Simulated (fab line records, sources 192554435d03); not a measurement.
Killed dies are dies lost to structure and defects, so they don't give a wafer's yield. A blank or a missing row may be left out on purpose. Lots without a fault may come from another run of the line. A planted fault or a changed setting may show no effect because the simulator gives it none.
fab line records | flow n5_finfet
record lots=10 wafers=28 last_day=20
route steps=1938 shown BEOL_M3@1000 BEOL_M4@1021 PASSIVATION@1936
lots that met no fault: from a run of the same line without faults
start_h: hours from the record's first day to the start of the lot's first wafer shown | wait_h: hours since the lot's step before | " the same as in the row above | L1.1+2: a row that stands for several wafers | - no value, or no start given | * or withheld: withheld | < > ~ a bound
route shown NAME@n: a module of which the file shows steps, and the number in the route of the first | usual: mean/standard deviation of fault-free wafers | same: alike in all rows | chamber/n: place in a boat | sites: the reading at each site | _std_site: their standard deviation | _edge_site: outer sites' mean less inner sites' | radius_mm: how far each site lies from the wafer's centre | mask NAME#n: copy n | behind: the tool/chamber that last shaped the wafer | hold: why the lot was held/for how many hours/how that ended | device: the transistor (n, p or np) that didn't switch | end of line: the same wafers' tests at the end of the route | a step without rows: its recipe alone | killed: dies lost to structure and defects at the first sort, not the wafer's yield | map: a wafer's dies, x killed, . not, _ none there
set.NAME: the setting as run; set.NAME@STEP: as run at that earlier step | model.NAME: the simulator's own value behind a step, which no gauge read
steps of the route over a sample of lots; a table a step, a row a wafer
services: from which hour (start_h, from the record's first day; less than 0 if before it) a tool's chamber was out of use, for how many hours, and why
## steps
# step N5_BEOL_M3_SPUTTER_86
# recipe material=Cu target_thk_a=45 temp_c=-20 chamber_pressure_pa=0.07 power_w=withheld time_s=8.29
# usual throttle_valve_pct=30.4/1.4
# columns lot.wafer tool chamber start_h wait_h throttle_valve_pct
L846.1 pvd_sputter-03 - 177.40 0.1 32.4
L846.5 " - " " 32.5
L846.6 " - " " 29.3
L848.4 pvd_sputter-01 - 191.31 0.1 29.8
L848.5 " - " " 29.4
L848.6 " - " " 32.7
L849.1 pvd_sputter-02 - 200.75 0.1 29.6
L849.2 " - " " 29.4
L849.6 " - " " 29.4
L851.3 pvd_sputter-02 - 210.70 0.1 29.5
L851.4 " - " " 29.1
L851.6 " - " " 32.3
L854.2 pvd_sputter-01 - 227.25 0.1 28.2
L854.6 " - " " 29.8
L855.4 pvd_sputter-03 - 239.66 0.1 29.6
L855.6 " - " " 30.7
L863.3 pvd_sputter-01 - 304.44 0.1 28.4
L863.4 " - " " 29.8
L863.5 " - " " 28.2
L864.1 pvd_sputter-03 - 309.21 0.1 29.4
L864.2 " - " " 29.9
L864.5 " - " " 32.4
L868.1 pvd_sputter-02 - 317.94 0.1 29.1
L868.4 " - " " 32.4
L868.6 " - " " 29.5
L867.1 pvd_sputter-01 - 323.02 0.1 29.8
L867.4 " - " " 28.3
L867.6 " - " " 29.2
# step N5_BEOL_M3_SPUTTER_92
# recipe material=Cu target_thk_a=45 temp_c=-20 chamber_pressure_pa=0.07 power_w=withheld time_s=8.29
# usual throttle_valve_pct=30.3/1.5
# columns lot.wafer tool chamber start_h wait_h throttle_valve_pct
L846.1 pvd_sputter-03 - 178.06 0.1 32.5
L846.5 " - " " 32.4
L846.6 " - " " 29.5
L848.4 pvd_sputter-01 - 191.97 0.1 29.6
L848.5 " - " " 29.3
L848.6 " - " " 33.0
L849.1 pvd_sputter-02 - 201.41 0.1 29.5
L849.2 " - " " 29.1
L849.6 " - " " 29.1
L851.3 pvd_sputter-02 - 211.36 0.1 29.6
L851.4 " - " " 29.1
L851.6 " - " " 32.5
L854.2 pvd_sputter-01 - 227.91 0.1 28.3
L854.6 " - " " 29.8
L855.4 pvd_sputter-03 - 240.32 0.1 29.3
L855.6 " - " " 30.9
L863.3 pvd_sputter-01 - 305.10 0.1 28.4
L863.4 " - " " 29.7
L863.5 " - " " 28.6
L864.1 pvd_sputter-03 - 309.87 0.1 29.1
L864.2 " - " " 29.8
L864.5 " - " " 32.5
L868.1 pvd_sputter-02 - 318.60 0.1 29.2
L868.4 " - " " 32.7
L868.6 " - " " 29.5
L867.1 pvd_sputter-01 - 323.68 0.1 29.8
L867.4 " - " " 28.5
L867.6 " - " " 29.2
# step N5_BEOL_M3_CO_CAP_55
# recipe material=Co target_thk_a=20 temp_c=200 precursor=CCTBA/H2 pressure_torr=30 time_s=102.1
# usual heater_power_w=239/23 run_length_s=124.9/0.38
# columns lot.wafer tool chamber start_h wait_h heater_power_w run_length_s
L846.1 cvd_co-01 1 179.36 0.0 253 125.5
L846.5 " 0 " " 214 124.8
L846.6 " 2 " " 217 125.1
L848.4 cvd_co-02 2 193.31 0.0 239 124.6
L848.5 " 1 " " 250 125.1
L848.6 " 0 " " 283 124.6
L849.1 cvd_co-02 2 202.80 0.0 243 124.5
L849.2 " 0 " " 295 124.5
L849.6 " 0 " " 290 124.4
L851.3 cvd_co-02 0 212.66 0.0 280 124.1
L851.4 " 2 " " 244 124.6
L851.6 " 1 " " 243 125.1
L854.2 cvd_co-02 2 229.22 0.0 238 124.8
L854.6 " 0 " " 285 85.1
L855.4 cvd_co-02 0 241.66 0.0 279 85.0
L855.6 " 1 " " 249 85.4
L863.3 cvd_co-01 0 306.73 0.0 215 124.9
L863.4 " 0 " " 218 124.8
L863.5 " 1 " " 248 124.5
L864.1 cvd_co-01 2 311.18 0.0 224 124.8
L864.2 " 0 " " 219 124.9
L864.5 " 2 " " 218 124.9
L868.1 cvd_co-01 1 320.77 0.0 247 124.5
L868.4 " 2 " " 212 125.2
L868.6 " 0 " " 215 124.9
L867.1 cvd_co-01 0 325.00 0.0 226 125.1
L867.4 " 2 " " 224 125.4
L867.6 " 1 " " 251 124.6
# step N5_BEOL_M4_ILD_DEP_00
# recipe material=SiOC target_thk_a=790 temp_c=350 precursor=DEMS/O2 pressure_torr=5 rf_w=500 time_s=15.3
# usual heater_power_w=492/68 showerhead_plenum_p_Torr=5.702/0.012 showerhead_vpp_V=1355/60 throttle_valve_pct=12.0/0.8
# columns lot.wafer tool chamber start_h wait_h heater_power_w showerhead_plenum_p_Torr showerhead_vpp_V throttle_valve_pct
L846.1 pecvd-04 2 179.61 0.0 401 5.706 1299 12.4
L846.5 " 1 " " 549 5.717 1304 11.4
L846.6 " 0 " " 493 5.701 1368 12.8
L848.4 pecvd-04 1 193.53 0.1 555 5.711 1300 11.3
L848.5 " 2 " " 403 5.714 1299 12.5
L848.6 " 0 " " 475 5.693 1349 12.5
L849.1 pecvd-04 1 203.04 0.0 566 5.718 1340 11.2
L849.2 " 0 " " 427 5.704 1321 12.3
L849.6 " 0 " " 433 5.713 1369 12.6
L851.3 pecvd-02 0 212.91 0.0 414 5.702 1279 13.1
L851.4 " 0 " " 325 5.692 1290 13.2
L851.6 " 2 " " 470 5.684 1366 11.2
L854.2 pecvd-03 2 229.49 0.0 463 5.700 1396 11.1
L854.6 " 1 " " 569 5.690 1377 12.0
L855.4 pecvd-03 2 241.88 0.1 474 5.688 1434 11.2
L855.6 " 1 " " 644 5.690 1345 12.0
L863.3 pecvd-04 0 306.98 0.0 444 5.703 1345 12.5
L863.4 " 2 " " 445 5.707 1272 11.6
L863.5 " 1 " " 500 5.724 1295 11.3
L864.1 pecvd-04 0 311.42 0.0 494 5.686 1384 12.6
L864.2 " 1 " " 539 5.713 1323 11.2
L864.5 " 1 " " 552 5.712 1295 11.1
L868.1 pecvd-03 2 321.03 0.0 480 5.687 1424 11.4
L868.4 " 2 " " 505 5.699 1405 11.2
L868.6 " 0 " " 474 5.684 1426 13.4
L867.1 pecvd-04 0 325.25 0.0 385 5.697 1367 12.9
L867.4 " 0 " " 399 5.695 1337 12.9
L867.6 " 2 " " 474 5.696 1296 11.3
# step N5_BEOL_M4_RC_MEAS_101
# usual DIBL_N=36.3/1.2 DIBL_P=36.3/1.4 IOFF_N=0.160/0.02 IOFF_P=0.210/0.025 ION_N=675/9.5 ION_P=462/7 SS_N=71.5/0.53 SS_P=73.4/0.55 VT_N=249.5/2.6 VT_P=-250.1/2.9
# columns lot.wafer tool chamber start_h wait_h DIBL_N[mV/V] DIBL_P[mV/V] IOFF_N[nA/um] IOFF_P[nA/um] ION_N[uA/um] ION_P[uA/um] SS_N[mV/dec] SS_P[mV/dec] VT_N[mV] VT_P[mV]
L846.1 prober-01 0 191.57 0.0 34.6 33.6 0.135 0.161 666 450 72.3 72.7 252.2 -252.7
L846.5 " 0 " " 34.2 32.9 0.121 0.154 663 452 71.7 73.2 251.1 -256.1
L846.6 " 0 " " 36.5 36.7 0.167 0.203 674 462 72.4 73.9 250.2 -251.2
L848.4 prober-01 0 210.98 0.5 35.4 37.2 0.147 0.184 676 449 71.5 72.9 252.4 -253.0
L848.5 " 0 " " 35.3 36.7 0.145 0.182 670 456 71.5 73.2 252.5 -253.3
L848.6 " 0 " " 35.5 36.8 0.142 0.176 670 454 72.1 73.9 255.6 -251.6
L849.1 prober-01 0 216.87 0.0 37.5 36.8 0.145 0.188 653 450 71.6 73.6 254.1 -254.0
L849.2 " 0 " " 37.3 36.6 0.143 0.180 662 453 71.6 73.6 252.0 -252.6
L849.6 " 0 " " 39.3 38.2 0.168 0.201 665 455 72.5 73.5 250.0 -252.0
L851.3 prober-01 0 221.34 0.3 37.9 36.3 0.179 0.211 692 467 71.9 73.8 249.8 -250.3
L851.4 " 0 " " 37.2 37.1 0.172 0.231 684 469 71.8 73.4 250.0 -247.6
L851.6 " 0 " " 36.4 35.5 0.152 0.203 677 462 72.2 73.8 251.3 -250.0
L854.2 prober-02 0 247.90 0.2 36.4 35.8 0.157 0.224 671 462 71.4 72.4 251.7 -247.5
L854.6 " 0 " " 34.4 33.7 0.129 0.191 661 461 71.1 72.8 250.5 -251.9
L855.4 prober-01 0 267.04 0.5 38.0 37.0 0.192 0.258 691 472 71.4 73.5 246.1 -245.2
L855.6 " 0 " " 36.6 35.8 0.168 0.246 677 471 71.3 73.0 247.9 -244.0
L863.3 prober-02 0 338.46 0.3 36.9 37.5 0.162 0.215 668 463 71.9 73.5 250.5 -248.9
L863.4 " 0 " " 39.5 40.0 0.206 0.265 685 464 71.7 74.6 248.3 -246.1
L863.5 " 0 " " 38.2 38.9 0.186 0.236 674 457 71.6 74.7 249.9 -248.1
L864.1 prober-01 0 338.63 0.0 38.0 38.8 0.173 0.213 667 454 71.4 73.9 249.4 -251.8
L864.2 " 0 " " 35.9 35.7 0.131 0.184 659 449 70.8 73.0 253.3 -254.3
L864.5 " 0 " " 35.7 35.6 0.134 0.183 650 449 71.6 72.8 253.9 -253.9
L868.1 prober-01 0 356.00 0.0 33.8 35.9 0.157 0.187 675 459 70.8 73.3 248.4 -252.7
L868.4 " 0 " " 35.6 36.3 0.190 0.194 668 452 71.2 73.7 248.9 -254.3
L868.6 " 0 " " 36.2 37.2 0.183 0.204 668 452 71.7 74.0 250.5 -252.4
L867.1 prober-02 0 363.29 0.0 35.3 36.4 0.154 0.208 679 472 71.6 72.7 247.8 -249.9
L867.4 " 0 " " 34.8 34.8 0.143 0.183 683 466 70.8 72.7 248.7 -250.5
L867.6 " 0 " " 34.6 35.8 0.151 0.206 691 466 71.3 72.1 250.1 -247.9
# step N5_PASSIVATION_PROBE_49
# usual defect_limited_yield=90.9/1.3 killed_at_M0_to_M3=36/11 killed_at_M4_up=13/5.1 killed_at_contacts=14/4.9 killed_at_front_end=41/10 killed_at_other=3.4/2.6 killed_dies=107/16 killed_open=70/11 killed_short=36/7.8 sort_bin_5_function=5.4/0.84 sort_bin_6_memory=3.4/0.67 sort_n_pass=1073/16 sort_yield_pct=90.9/1.3
# same gross_dies=1180 killed_at_back_side=0 sort_bin_4_leakage[%]=0 sort_bin_8_speed[%]=0
# columns lot.wafer tool chamber start_h wait_h defect_limited_yield[%] killed_at_M0_to_M3 killed_at_M4_up killed_at_contacts killed_at_front_end killed_at_other killed_dies killed_open killed_short sort_bin_5_function[%] sort_bin_6_memory[%] sort_n_pass sort_yield_pct[%]
L848.4 prober-02 - 331.51 0.2 92.5 22 6 6 50 5 89 60 28 4.3 3.1 1091 92.5
L848.5 prober-02 - 331.56 0.2 90.3 34 12 15 52 2 115 77 36 5.4 3.9 1065 90.3
L848.6 prober-02 - 331.61 0.3 93.5 20 9 7 39 2 77 50 25 4.6 1.7 1103 93.5
L864.1 prober-01 - 461.03 0.0 91.1 36 15 8 42 4 105 67 36 5.3 3.1 1075 91.1
L864.2 prober-01 - 461.08 0.1 92.4 39 15 5 31 0 90 57 31 4.5 3.1 1090 92.4
L864.5 prober-01 - 461.23 0.2 89.6 47 19 17 37 3 123 80 40 5.7 4.4 1057 89.6
# killed by level:class
L848.4 STI_FIN_REVEAL:geometric_particle:open=10 DUMMY_GATE:geometric_particle:open=9 GATE_CUT:geometric_particle:short=7 GATE_CUT:geometric_particle:open=7 BEOL_M2:geometric_particle:open=7 MOL_CONTACT_COAG:geometric_particle:open=6 BEOL_M0_SAQP:geometric_particle:short=5 STARTING-WAFER:geometric_particle:open=5
L848.5 MOL_CONTACT_COAG:geometric_particle:open=12 GATE_CUT:geometric_particle:open=11 BEOL_M3:geometric_particle:open=9 BEOL_M0_SAQP:geometric_particle:short=8 BEOL_M0_SAQP:geometric_particle:open=8 FIN_SAQP:geometric_particle:open=7 STI_FIN_REVEAL:geometric_particle:open=7 FIN_SAQP:geometric_particle:short=4
L848.6 FIN_SAQP:geometric_particle:open=8 DUMMY_GATE:geometric_particle:open=8 BEOL_M2:geometric_particle:open=8 BEOL_M3:geometric_particle:open=6 GATE_CUT:geometric_particle:short=5 MOL_CONTACT_COAG:geometric_particle:open=4 FIN_SAQP:geometric_particle:short=3 STI_FIN_REVEAL:geometric_particle:open=3
L864.1 STI_FIN_REVEAL:geometric_particle:open=12 BEOL_M0_SAQP:geometric_particle:short=10 MOL_CONTACT_COAG:geometric_particle:open=6 BEOL_M0_SAQP:geometric_particle:open=6 BEOL_M2:geometric_particle:open=6 DUMMY_GATE:geometric_particle:open=5 BEOL_M3:geometric_particle:open=5 BEOL_M4:geometric_particle:open=5
L864.2 BEOL_M0_SAQP:geometric_particle:short=12 BEOL_M0_SAQP:geometric_particle:open=11 STI_FIN_REVEAL:geometric_particle:open=8 DUMMY_GATE:geometric_particle:open=6 GATE_CUT:geometric_particle:open=5 MOL_CONTACT_COAG:geometric_particle:open=5 BEOL_M1:geometric_particle:open=5 BEOL_M0:geometric_particle:open=4
L864.5 MOL_CONTACT_COAG:geometric_particle:open=13 BEOL_M0_SAQP:geometric_particle:short=13 BEOL_M0_SAQP:geometric_particle:open=11 BEOL_M4:geometric_particle:open=8 STI_FIN_REVEAL:geometric_particle:open=8 BEOL_M3:geometric_particle:short=8 DUMMY_GATE:geometric_particle:open=7 FIN_SAQP:geometric_particle:short=6
## services
# columns tool chamber start_h hours kind
pecvd-03 - 178.18 2.7 repair
pecvd-04 2 202.38 - clean
pecvd-04 2 202.38 - consumable_replace:showerhead
pecvd-04 2 202.38 29.0 scheduled_down
pecvd-04 2 202.38 29.0 vent_cycle
pecvd-04 0 212.20 5.5 scheduled_down
pecvd-04 1 224.13 2.1 scheduled_down
pecvd-02 2 255.76 6.7 repair
cvd_co-01 0 258.76 11.8 repair
pecvd-03 1 271.19 2.1 repair
pecvd-03 0 276.97 8.1 repair
pecvd-04 0 284.53 2.1 scheduled_down
pecvd-04 - 289.99 14.6 pm
cvd_co-02 - 305.14 28.1 pm
pecvd-04 - 309.82 0.5 repair
## key
first_sign step=N5_BEOL_M3_CO_CAP_55 reading=run_length_s direction=down sigmas=99+ usual=* struck=*
effect none on later readings
met_at N5_BEOL_M3_CO_CAP_55
struck_lots L854,L855
struck_wafers L854.6,L855.4,L855.6
not_acting_at N5_BEOL_M3_SPUTTER_86,N5_BEOL_M3_SPUTTER_92,N5_BEOL_M4_ILD_DEP_00
onset_between 212.66 229.22
fault kind=process_parameter_drift tool=cvd_co-02 chamber=- onset_h=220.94 steps=N5_BEOL_M3_CO_CAP_55 channel=time_s offset=* shape=step end_h=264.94 scope=struck_wafers_only acts_in=* stated=*
